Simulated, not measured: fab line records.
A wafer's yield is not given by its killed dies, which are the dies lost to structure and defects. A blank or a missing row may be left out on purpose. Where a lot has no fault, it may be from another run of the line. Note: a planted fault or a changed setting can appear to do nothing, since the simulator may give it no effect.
fab line records	flow nand_harc
record: lots: 24	wafers: 72	last_day: 33
route steps=1302 shown P_M2@328 P_BONDPAD@365
lots with no fault: from the same line, run without faults
start_h: the number of hours between the record's first day and the start of the first shown wafer of the lot	wait_h: how many hours have passed since the lot's step before this one	" unchanged from the row above	L1.1+2: one row covering several wafers at once	- no value present, or no start provided	* or withheld: withheld	< > ~ a bound
route shown NAME@n: names a module that has steps shown in the file, with the first one's number in the route	usual: the fault-free wafers' mean and standard deviation	same: alike in all rows	chamber/n: place in a boat	sites: readings site by site	_std_site: standard deviation across them	_edge_site: the outer-site mean with the inner-site mean subtracted	radius_mm: how far each site lies from the wafer's centre	mask NAME#n: copy n	behind: the tool/chamber that last shaped the wafer	hold: what put the lot on hold/how long, in hours/how the hold closed	device: the n, p or np transistor that did not switch	end of line: at the end of the route, the tests of the same wafers	a step without rows: its recipe alone	killed: not the wafer's yield, but the dies lost to structure and defects at the first sort	map: dies across one wafer; x = killed, . = not, _ = none there
set.NAME: the setting that was run; set.NAME@STEP: the one run at that earlier step	model.NAME: the simulator's own value behind a step, which no gauge read
the route's steps for a sample of lots (tables are steps, rows are wafers)
services: a tool's chamber out of use, with start hour (start_h, from the record's first day; less than 0 if before it), hours out, and reason
== steps ==
step: NHARC_P_M2_CD_MEAS_09
recipe: target_cd_nm: 170	landing_energy_ev: 500
usual: cd_nm: 170.1/0.62
lot.wafer	tool	chamber	start_h	wait_h	cd_nm
L074.3	cd_sem-03	0	139.02	-	170.5
L074.5	"	0	"	"	170.8
L074.6	"	0	"	"	170.1
L075.2	cd_sem-02	0	141.56	-	170.8
L075.3	"	0	"	"	170.5
L075.6	"	0	"	"	170.1
L076.1	cd_sem-01	0	149.40	-	169.9
L076.4	"	0	"	"	168.8
L076.6	"	0	"	"	169.6
L077.1	cd_sem-02	0	157.86	-	169.5
L077.3	"	0	"	"	169.1
L077.6	"	0	"	"	171.2
L078.3	cd_sem-02	0	167.56	-	169.4
L078.4	"	0	"	"	169.8
L078.5	"	0	"	"	169.7
L079.3	cd_sem-03	0	187.69	-	170.3
L079.4	"	0	"	"	169.7
L079.6	"	0	"	"	169.6
L080.1	cd_sem-01	0	191.46	-	170.1
L080.2	"	0	"	"	170.2
L080.3	"	0	"	"	170.9
L081.2	cd_sem-03	0	198.30	-	170.6
L081.3	"	0	"	"	171.1
L081.6	"	0	"	"	171.0
L082.2	cd_sem-03	0	214.43	-	170.2
L082.3	"	0	"	"	168.7
L082.4	"	0	"	"	169.0
L083.1	cd_sem-02	0	223.46	-	169.9
L083.2	"	0	"	"	170.7
L083.3	"	0	"	"	170.5
L084.1	cd_sem-01	0	233.82	-	170.5
L084.2	"	0	"	"	170.2
L084.5	"	0	"	"	169.1
L085.1	cd_sem-01	0	240.47	-	170.0
L085.3	"	0	"	"	170.0
L085.4	"	0	"	"	169.1
L086.2	cd_sem-03	0	246.21	-	169.9
L086.3	"	0	"	"	169.2
L086.5	"	0	"	"	170.5
L087.2	cd_sem-03	0	257.31	-	169.5
L087.4	"	0	"	"	169.5
L087.5	"	0	"	"	168.6
L088.1	cd_sem-01	0	275.16	-	169.3
L088.2	"	0	"	"	170.3
L088.6	"	0	"	"	170.8
L089.2	cd_sem-02	0	286.94	-	169.8
L089.5	"	0	"	"	170.6
L089.6	"	0	"	"	170.1
L090.2	cd_sem-02	0	294.36	-	169.5
L090.5	"	0	"	"	169.5
L090.6	"	0	"	"	170.2
L091.1	cd_sem-03	0	298.66	-	170.0
L091.5	"	0	"	"	171.0
L091.6	"	0	"	"	171.1
L092.2	cd_sem-01	0	309.86	-	169.9
L092.3	"	0	"	"	170.5
L092.4	"	0	"	"	170.3
L093.1	cd_sem-01	0	319.88	-	171.1
L093.4	"	0	"	"	170.2
L093.6	"	0	"	"	169.7
L094.2	cd_sem-01	0	328.14	-	169.7
L094.3	"	0	"	"	168.8
L094.6	"	0	"	"	170.2
L095.1	cd_sem-03	0	337.09	-	170.1
L095.2	"	0	"	"	170.2
L095.4	"	0	"	"	170.3
L096.1	cd_sem-02	0	347.58	-	170.9
L096.2	"	0	"	"	170.3
L096.6	"	0	"	"	170.2
L097.1	cd_sem-02	0	361.41	-	170.0
L097.2	"	0	"	"	170.5
L097.5	"	0	"	"	170.2
step: NHARC_P_M2_ETCH_28
recipe: target_depth_a: 300	over_etch_frac: 0.3	time_s: 72.99	ion_energy_ev: 150	cf4_flow_sccm: 50	n2_flow_sccm: 100	ar_flow_sccm: 150	rf_w: 300	bias_w: 100	chemistry: CF4/N2
usual: bias_w: 100.06/0.27	drypump_motor_current_A: 5.5/0.4	oes_product_au: 0.999/0.0088	rf_vpp_V: 314.0/2.1	showerhead_plenum_p_Torr: 2.61/0.12	throttle_valve_pct: 19.795/0.0095
lot.wafer	tool	chamber	start_h	wait_h	bias_w	drypump_motor_current_A	oes_product_au	rf_hours_counter_h	rf_vpp_V	showerhead_plenum_p_Torr	throttle_valve_pct
L074.3	rie_diel-11	2	-	-	99.59	6.1	0.994	3.5	316.6	2.69	19.794
L074.5	"	2	"	"	99.61	6.1	1.003	-	316.6	2.69	19.793
L074.6	"	3	"	"	100.26	5.8	0.986	-	312.0	2.55	19.789
L075.3	rie_diel-11	2	-	-	100.01	6.1	1.005	3.6	314.2	2.69	19.793
L075.2	"	3	"	"	99.80	5.8	0.994	3.6	312.6	2.55	19.793
L075.6	"	2	"	"	100.27	6.1	1.002	-	314.1	2.69	19.802
L076.4	rie_diel-04	2	-	-	100.05	5.9	1.013	6.8	311.8	2.47	19.789
L076.1	"	3	"	"	100.10	5.2	0.998	5.8	317.3	2.82	19.825
L076.6	"	1	"	"	100.12	5.5	1.016	-	310.3	2.48	19.796
L077.1	rie_diel-04	3	-	-	100.13	5.2	0.996	6.4	318.0	2.82	19.801
L077.3	"	2	"	"	99.79	5.9	1.021	7.3	311.3	2.46	19.799
L077.6	"	3	"	"	100.36	5.2	1.005	-	317.8	2.82	19.797
L078.4	rie_diel-04	2	-	-	100.13	5.8	1.015	7.6	311.4	2.46	19.805
L078.3	"	3	"	"	99.75	5.2	0.994	6.6	316.8	2.82	19.803
L078.5	"	0	"	"	99.64	5.2	0.994	-	314.1	2.67	19.790
L079.4	rie_diel-11	2	-	-	100.00	6.1	0.991	6.5	315.8	2.69	19.783
L079.3	"	0	"	"	99.85	4.7	0.993	6.4	314.6	2.71	19.790
L079.6	"	2	"	"	99.89	6.1	1.001	-	315.6	2.69	19.804
L080.1	rie_diel-11	3	-	-	100.27	5.8	0.995	5.5	311.7	2.55	19.794
L080.3	"	1	"	"	99.96	5.3	0.989	6.3	313.6	2.52	19.810
L080.2	"	2	"	"	100.15	6.1	0.984	6.6	315.7	2.69	19.811
L081.3	rie_diel-04	2	-	-	100.31	5.8	1.013	0.6	310.0	2.46	19.795
L081.2	"	3	"	"	100.33	5.2	1.002	0.6	316.6	2.82	19.789
L081.6	"	1	"	"	100.27	5.6	1.001	-	310.5	2.47	19.807
L082.2	rie_diel-04	2	-	-	100.43	5.8	1.007	2.0	311.4	2.46	19.797
L082.3	"	3	"	"	100.04	5.2	1.002	2.3	316.9	2.82	19.782
L082.4	"	0	"	"	99.89	5.2	1.006	1.5	314.0	2.67	19.782
L083.2	rie_diel-01	0	-	-	99.62	5.0	1.004	0.2	317.1	2.71	19.790
L083.1	"	2	"	"	100.02	6.2	0.993	0.3	314.1	2.70	19.796
L083.3	"	3	"	"	100.02	5.3	0.984	0.3	310.6	2.45	19.801
L084.2	rie_diel-01	1	-	-	99.54	5.6	0.989	1.0	314.0	2.63	19.796
L084.1	"	2	"	"	100.01	6.2	0.999	0.9	315.1	2.70	19.785
L084.5	"	1	"	"	99.87	5.6	0.999	-	313.6	2.63	19.788
L085.3	rie_diel-11	1	-	-	100.34	5.3	0.995	10.7	313.0	2.51	19.816
L085.1	"	3	"	"	100.15	5.8	0.992	9.4	312.4	2.55	19.799
L085.4	"	0	"	"	100.03	4.7	0.989	11.1	316.4	2.70	19.793
L086.2	rie_diel-01	1	-	-	99.96	5.7	1.012	1.8	315.3	2.63	19.809
L086.3	"	2	"	"	100.28	6.2	1.005	1.7	316.6	2.70	19.804
L086.5	"	0	"	"	99.89	5.0	1.008	-	316.7	2.71	19.795
L087.4	rie_diel-04	2	-	-	100.20	5.8	1.016	3.2	313.3	2.46	19.791
L087.2	"	3	"	"	99.92	5.2	0.999	5.1	317.2	2.82	19.803
L087.5	"	1	"	"	100.27	5.5	0.993	-	310.4	2.47	19.793
L088.1	rie_diel-11	3	-	-	100.02	5.8	0.981	0.2	313.3	2.55	19.793
L088.2	"	1	"	"	100.50	5.3	0.998	0.2	314.6	2.51	19.785
L088.6	"	3	"	"	100.17	5.8	0.991	-	312.8	2.55	19.798
L089.2	rie_diel-11	2	-	-	99.64	6.1	1.004	1.8	317.3	2.69	19.783
L089.5	"	2	"	"	100.02	6.1	1.002	-	315.4	2.69	19.809
L089.6	"	3	"	"	99.54	5.8	0.989	-	313.3	2.54	19.804
L090.2	rie_diel-11	2	-	-	99.95	6.1	1.004	2.1	312.9	2.69	19.777
L090.6	"	3	"	"	100.01	5.8	0.998	-	312.8	2.54	19.802
L090.5	"	0	"	"	100.42	4.7	0.997	-	315.3	2.70	19.782
L091.1	rie_diel-04	1	-	-	100.18	5.6	0.999	5.1	311.5	2.47	19.799
L091.5	"	3	"	"	100.02	5.2	0.998	-	317.1	2.82	19.788
L091.6	"	0	"	"	99.95	5.2	0.998	-	313.9	2.67	19.797
L092.3	rie_diel-11	3	-	-	99.71	5.8	0.993	3.5	313.0	2.54	19.798
L092.2	"	1	"	"	100.32	5.3	1.005	2.8	313.1	2.51	19.778
L092.4	"	2	"	"	100.16	6.1	1.006	2.8	314.8	2.69	19.808
L093.1	rie_diel-04	3	-	-	100.22	5.2	0.998	7.5	318.2	2.82	19.791
L093.4	"	2	"	"	99.88	5.8	0.998	-	312.5	2.46	19.795
L093.6	"	3	"	"	100.11	5.2	0.994	-	316.3	2.82	19.793
L094.2	rie_diel-01	1	-	-	99.35	5.6	1.008	5.7	315.0	2.63	19.792
L094.3	"	2	"	"	99.89	6.2	0.998	4.0	315.9	2.70	19.784
L094.6	"	1	"	"	99.55	5.6	1.009	-	315.9	2.63	19.806
L095.2	rie_diel-04	3	-	-	100.34	5.2	0.993	9.0	315.5	2.82	19.807
L095.1	"	0	"	"	99.96	5.2	0.999	7.2	313.6	2.67	19.801
L095.4	"	1	"	"	99.84	5.5	1.011	7.3	313.4	2.47	19.786
L096.2	rie_diel-04	2	-	-	100.40	5.8	1.010	7.0	310.9	2.46	19.797
L096.1	"	3	"	"	100.14	5.2	1.015	9.6	316.7	2.82	19.806
L096.6	"	3	"	"	100.11	5.2	1.007	-	317.0	2.82	19.784
L097.2	rie_diel-01	1	-	-	99.80	5.6	1.005	8.5	314.9	2.63	19.801
L097.1	"	0	"	"	99.63	5.0	0.991	8.6	314.9	2.70	19.783
L097.5	"	1	"	"	100.14	5.6	1.000	-	314.5	2.63	19.796
step: NHARC_P_M2_PVD_21
recipe: target_thk_a: 300	chamber_pressure_pa: 5	power_w: 5000	substrate_temp_c: 30	time_s: 20.49	material: Cu
usual: throttle_valve_pct: 30.2/0.97
lot.wafer	tool	chamber	start_h	wait_h	throttle_valve_pct
L074.3	pvd_sputter-02	-	-	-	31.8
L074.6	"	-	"	"	31.7
L074.5	"	-	"	"	29.6
L075.2	pvd_sputter-01	-	-	-	28.4
L075.3	"	-	"	"	31.0
L075.6	"	-	"	"	28.5
L076.1	pvd_sputter-01	-	-	-	30.3
L076.4	"	-	"	"	28.4
L076.6	"	-	"	"	30.2
L077.3	pvd_sputter-01	-	-	-	30.3
L077.1	"	-	"	"	30.6
L077.6	"	-	"	"	29.9
L078.4	pvd_sputter-01	-	-	-	28.4
L078.3	"	-	"	"	31.0
L078.5	"	-	"	"	28.6
L079.3	pvd_sputter-01	-	-	-	30.1
L079.4	"	-	"	"	30.2
L079.6	"	-	"	"	28.6
L080.3	pvd_sputter-03	-	-	-	30.7
L080.2	"	-	"	"	29.8
L080.1	"	-	"	"	29.5
L081.2	pvd_sputter-01	-	-	-	30.6
L081.3	"	-	"	"	30.2
L081.6	"	-	"	"	30.6
L082.4	pvd_sputter-02	-	-	-	29.8
L082.3	"	-	"	"	30.0
L082.2	"	-	"	"	31.9
L083.2	pvd_sputter-02	-	-	-	32.4
L083.3	"	-	"	"	30.0
L083.1	"	-	"	"	30.0
L084.1	pvd_sputter-03	-	-	-	31.0
L084.2	"	-	"	"	29.9
L084.5	"	-	"	"	30.7
L085.4	pvd_sputter-03	-	-	-	30.1
L085.3	"	-	"	"	29.2
L085.1	"	-	"	"	30.9
L086.3	pvd_sputter-03	-	-	-	29.4
L086.2	"	-	"	"	30.7
L086.5	"	-	"	"	29.5
L087.4	pvd_sputter-03	-	-	-	30.0
L087.2	"	-	"	"	29.1
L087.5	"	-	"	"	29.7
L088.2	pvd_sputter-02	-	-	-	32.2
L088.1	"	-	"	"	32.0
L088.6	"	-	"	"	32.4
L089.2	pvd_sputter-03	-	-	-	29.9
L089.5	"	-	"	"	29.0
L089.6	"	-	"	"	30.6
L090.2	pvd_sputter-03	-	-	-	29.2
L090.6	"	-	"	"	30.0
L090.5	"	-	"	"	29.7
L091.1	pvd_sputter-03	-	-	-	29.8
L091.6	"	-	"	"	29.3
L091.5	"	-	"	"	30.5
L092.2	pvd_sputter-01	-	-	-	30.8
L092.3	"	-	"	"	30.4
L092.4	"	-	"	"	28.6
L093.4	pvd_sputter-02	-	-	-	31.9
L093.1	"	-	"	"	30.7
L093.6	"	-	"	"	31.5
L094.3	pvd_sputter-03	-	-	-	29.5
L094.2	"	-	"	"	29.2
L094.6	"	-	"	"	29.9
L095.4	pvd_sputter-02	-	-	-	29.4
L095.2	"	-	"	"	30.4
L095.1	"	-	"	"	31.6
L096.2	pvd_sputter-02	-	-	-	30.6
L096.1	"	-	"	"	31.4
L096.6	"	-	"	"	29.2
L097.1	pvd_sputter-02	-	-	-	30.6
L097.2	"	-	"	"	32.0
L097.5	"	-	"	"	29.2
step: NHARC_P_M2_DEP_33
recipe: target_thk_a: 300	temp_c: 370	target_thk_nm: 30	pressure_torr: 3	flow_sccm: 200	rf_w: 450	material: SiCN
usual: heater_power_w: 553/80
lot.wafer	tool	chamber	start_h	wait_h	heater_power_w
L074.3	pecvd-04	2	142.03	0.1	530
L074.6	"	1	"	"	512
L074.5	"	2	"	"	518
L075.2	pecvd-01	1	144.47	0.1	639
L075.3	"	2	"	"	673
L075.6	"	1	"	"	659
L076.1	pecvd-02	1	152.43	0.1	618
L076.6	"	2	"	"	721
L076.4	"	0	"	"	436
L077.3	pecvd-04	0	160.80	0.1	508
L077.1	"	2	"	"	627
L077.6	"	0	"	"	500
L078.3	pecvd-02	2	170.55	0.1	736
L078.4	"	1	"	"	603
L078.5	"	2	"	"	710
L079.3	pecvd-02	2	190.99	0.1	632
L079.6	"	0	"	"	424
L079.4	"	1	"	"	589
L080.3	pecvd-02	2	194.36	0.1	645
L080.1	"	0	"	"	424
L080.2	"	1	"	"	575
L081.2	pecvd-04	1	201.28	0.1	550
L081.3	"	0	"	"	520
L081.6	"	2	"	"	608
L082.2	pecvd-04	1	217.68	0.1	547
L082.3	"	2	"	"	595
L082.4	"	2	"	"	605
L083.2	pecvd-02	2	226.37	0.1	694
L083.1	"	0	"	"	428
L083.3	"	1	"	"	589
L084.1	pecvd-04	0	236.73	0.1	541
L084.2	"	2	"	"	572
L084.5	"	2	"	"	573
L085.3	pecvd-04	0	243.55	0.1	561
L085.1	"	2	"	"	529
L085.4	"	0	"	"	548
L086.2	pecvd-04	0	249.38	0.1	473
L086.3	"	2	"	"	567
L086.5	"	1	"	"	498
L087.2	pecvd-04	0	260.21	0.1	517
L087.4	"	1	"	"	534
L087.5	"	2	"	"	563
L088.1	pecvd-02	1	278.39	0.1	527
L088.2	"	2	"	"	681
L088.6	"	0	"	"	390
L089.2	pecvd-04	0	289.88	0.1	557
L089.5	"	0	"	"	552
L089.6	"	1	"	"	453
L090.2	pecvd-02	1	297.31	0.1	495
L090.6	"	1	"	"	509
L090.5	"	2	"	"	742
L091.1	pecvd-04	2	301.71	0.1	545
L091.5	"	2	"	"	556
L091.6	"	0	"	"	476
L092.3	pecvd-04	1	312.76	0.1	534
L092.2	"	2	"	"	589
L092.4	"	2	"	"	585
L093.1	pecvd-02	0	323.47	0.1	452
L093.4	"	1	"	"	585
L093.6	"	2	"	"	683
L094.3	pecvd-04	1	331.08	0.1	505
L094.2	"	2	"	"	536
L094.6	"	0	"	"	523
L095.2	pecvd-02	0	339.99	0.1	418
L095.1	"	2	"	"	649
L095.4	"	0	"	"	426
L096.1	pecvd-04	0	350.52	0.1	577
L096.2	"	1	"	"	557
L096.6	"	2	"	"	511
L097.2	pecvd-02	1	364.31	0.1	551
L097.1	"	2	"	"	656
L097.5	"	2	"	"	633
step: NHARC_P_BONDPAD_OVL_MEAS_38
usual: overlay_x_nm: -2/6.2	overlay_y_nm: 0/7.1
lot.wafer	tool	chamber	start_h	wait_h	overlay_x_nm	overlay_y_nm
L074.3	overlay-01	-	143.58	-	-2	-12
L074.5	"	-	"	"	-2	-12
L074.6	"	-	"	"	-2	-11
L075.2	overlay-02	-	146.19	-	-3	1
L075.3	"	-	"	"	-3	1
L075.6	"	-	"	"	-3	1
L076.1	overlay-01	-	154.06	-	-8	7
L076.4	"	-	"	"	-9	7
L076.6	"	-	"	"	-9	7
L077.1	overlay-02	-	162.40	-	-14	-2
L077.3	"	-	"	"	-14	-2
L077.6	"	-	"	"	-14	-2
L078.3	overlay-01	-	172.19	-	3	-5
L078.4	"	-	"	"	3	-5
L078.5	"	-	"	"	3	-5
L079.3	overlay-01	-	192.49	-	-7	-13
L079.4	"	-	"	"	-7	-13
L079.6	"	-	"	"	-7	-13
L080.1	overlay-02	-	195.95	-	-10	-3
L080.2	"	-	"	"	-10	-3
L080.3	"	-	"	"	-10	-3
L081.2	overlay-01	-	203.00	-	2	9
L081.3	"	-	"	"	2	9
L081.6	"	-	"	"	2	8
L082.2	overlay-01	-	219.25	-	13	1
L082.3	"	-	"	"	13	1
L082.4	"	-	"	"	12	1
L083.1	overlay-02	-	227.96	-	2	10
L083.2	"	-	"	"	2	10
L083.3	"	-	"	"	3	11
L084.1	overlay-02	-	238.48	-	-12	0
L084.2	"	-	"	"	-12	-1
L084.5	"	-	"	"	-12	1
L085.1	overlay-02	-	245.15	-	-2	8
L085.3	"	-	"	"	-2	8
L085.4	"	-	"	"	-1	9
L086.2	overlay-02	-	251.00	-	4	2
L086.3	"	-	"	"	4	1
L086.5	"	-	"	"	4	1
L087.2	overlay-01	-	261.92	-	9	7
L087.4	"	-	"	"	8	6
L087.5	"	-	"	"	9	6
L088.1	overlay-02	-	279.97	-	2	0
L088.2	"	-	"	"	3	-1
L088.6	"	-	"	"	2	-1
L089.2	overlay-02	-	291.61	-	-1	-1
L089.5	"	-	"	"	-1	-2
L089.6	"	-	"	"	-1	-1
L090.2	overlay-02	-	298.99	-	-1	4
L090.5	"	-	"	"	-2	4
L090.6	"	-	"	"	-2	4
L091.1	overlay-02	-	303.39	-	-9	2
L091.5	"	-	"	"	-10	2
L091.6	"	-	"	"	-9	2
L092.2	overlay-01	-	314.49	-	-2	-11
L092.3	"	-	"	"	-2	-10
L092.4	"	-	"	"	-2	-10
L093.1	overlay-02	-	325.09	-	-3	-13
L093.4	"	-	"	"	-3	-12
L093.6	"	-	"	"	-3	-13
L094.2	overlay-02	-	332.80	-	0	13
L094.3	"	-	"	"	1	12
L094.6	"	-	"	"	0	12
L095.1	overlay-02	-	341.60	-	-1	-7
L095.2	"	-	"	"	-1	-7
L095.4	"	-	"	"	-1	-7
L096.1	overlay-01	-	352.06	-	0	0
L096.2	"	-	"	"	1	0
L096.6	"	-	"	"	0	0
L097.1	overlay-02	-	365.91	-	4	7
L097.2	"	-	"	"	4	7
L097.5	"	-	"	"	5	7
step: NHARC_P_BONDPAD_INSPECT_23
usual: raw_defect_count: 347/140
lot.wafer	tool	chamber	start_h	wait_h	raw_defect_count
L074.3	defect_inspect-02	-	146.25	0.0	406
L074.5	"	-	"	"	329
L074.6	"	-	"	"	270
L075.2	defect_inspect-01	-	148.88	0.0	433
L075.3	"	-	"	"	314
L075.6	"	-	"	"	258
L076.1	defect_inspect-01	-	157.08	0.0	393
L076.4	"	-	"	"	201
L076.6	"	-	"	"	376
L077.1	defect_inspect-01	-	165.07	0.0	239
L077.3	"	-	"	"	326
L077.6	"	-	"	"	285
L078.3	defect_inspect-02	-	174.92	0.0	565
L078.4	"	-	"	"	429
L078.5	"	-	"	"	469
L079.3	defect_inspect-01	-	195.19	0.0	354
L079.4	"	-	"	"	191
L079.6	"	-	"	"	168
L080.1	defect_inspect-01	-	198.65	0.0	241
L080.2	"	-	"	"	245
L080.3	"	-	"	"	217
L081.2	defect_inspect-01	-	205.71	0.0	372
L081.3	"	-	"	"	297
L081.6	"	-	"	"	299
L082.2	defect_inspect-01	-	221.91	0.0	240
L082.3	"	-	"	"	306
L082.4	"	-	"	"	380
L083.1	defect_inspect-01	-	230.69	0.0	299
L083.2	"	-	"	"	313
L083.3	"	-	"	"	260
L084.1	defect_inspect-01	-	241.27	0.0	245
L084.2	"	-	"	"	222
L084.5	"	-	"	"	242
L085.1	defect_inspect-02	-	247.82	0.0	196
L085.3	"	-	"	"	175
L085.4	"	-	"	"	216
L086.2	defect_inspect-01	-	253.72	0.0	256
L086.3	"	-	"	"	377
L086.5	"	-	"	"	230
L087.2	defect_inspect-01	-	264.60	0.0	334
L087.4	"	-	"	"	326
L087.5	"	-	"	"	402
L088.1	defect_inspect-02	-	282.65	0.0	561
L088.2	"	-	"	"	636
L088.6	"	-	"	"	751
L089.2	defect_inspect-02	-	294.30	0.0	673
L089.5	"	-	"	"	702
L089.6	"	-	"	"	629
L090.2	defect_inspect-01	-	301.73	0.0	432
L090.5	"	-	"	"	324
L090.6	"	-	"	"	327
L091.1	defect_inspect-01	-	306.10	0.0	200
L091.5	"	-	"	"	510
L091.6	"	-	"	"	425
L092.2	defect_inspect-01	-	317.17	0.0	232
L092.3	"	-	"	"	367
L092.4	"	-	"	"	418
L093.1	defect_inspect-01	-	327.77	0.0	134
L093.4	"	-	"	"	152
L093.6	"	-	"	"	168
L094.2	defect_inspect-02	-	335.48	0.0	387
L094.3	"	-	"	"	495
L094.6	"	-	"	"	258
L095.1	defect_inspect-02	-	344.31	0.0	283
L095.2	"	-	"	"	184
L095.4	"	-	"	"	240
L096.1	defect_inspect-02	-	354.73	0.0	295
L096.2	"	-	"	"	400
L096.6	"	-	"	"	317
L097.1	defect_inspect-01	-	368.78	0.0	417
L097.2	"	-	"	"	494
L097.5	"	-	"	"	324
== services ==
tool	chamber	start_h	hours	kind
rie_diel-11	3	149.74	8.9	repair
pvd_sputter-03	-	170.00	10.0	pm
pvd_sputter-01	-	171.40	5.8	repair
rie_diel-04	0	176.63	23.5	repair
rie_diel-04	-	177.90	9.0	pm
pvd_sputter-02	-	198.26	3.9	repair
rie_diel-11	1	206.31	2.0	repair
rie_diel-11	2	224.62	5.0	repair
pecvd-02	-	227.14	13.0	pm
rie_diel-04	2	235.87	5.6	repair
rie_diel-04	1	236.76	4.6	repair
pecvd-02	1	254.12	22.1	repair
rie_diel-11	-	255.57	9.0	pm
pecvd-04	-	269.03	13.0	pm
rie_diel-11	0	270.32	8.9	repair
pvd_sputter-03	-	275.81	11.8	repair
pvd_sputter-02	-	282.00	10.0	pm
rie_diel-04	2	298.19	2.4	repair
rie_diel-04	0	312.23	18.8	repair
pecvd-02	-	316.58	1.1	repair
rie_diel-11	0	316.61	6.7	repair
pvd_sputter-03	-	348.00	10.0	pm
rie_diel-04	-	354.90	9.0	pm
rie_diel-11	0	362.59	8.7	repair
== key ==
fault none
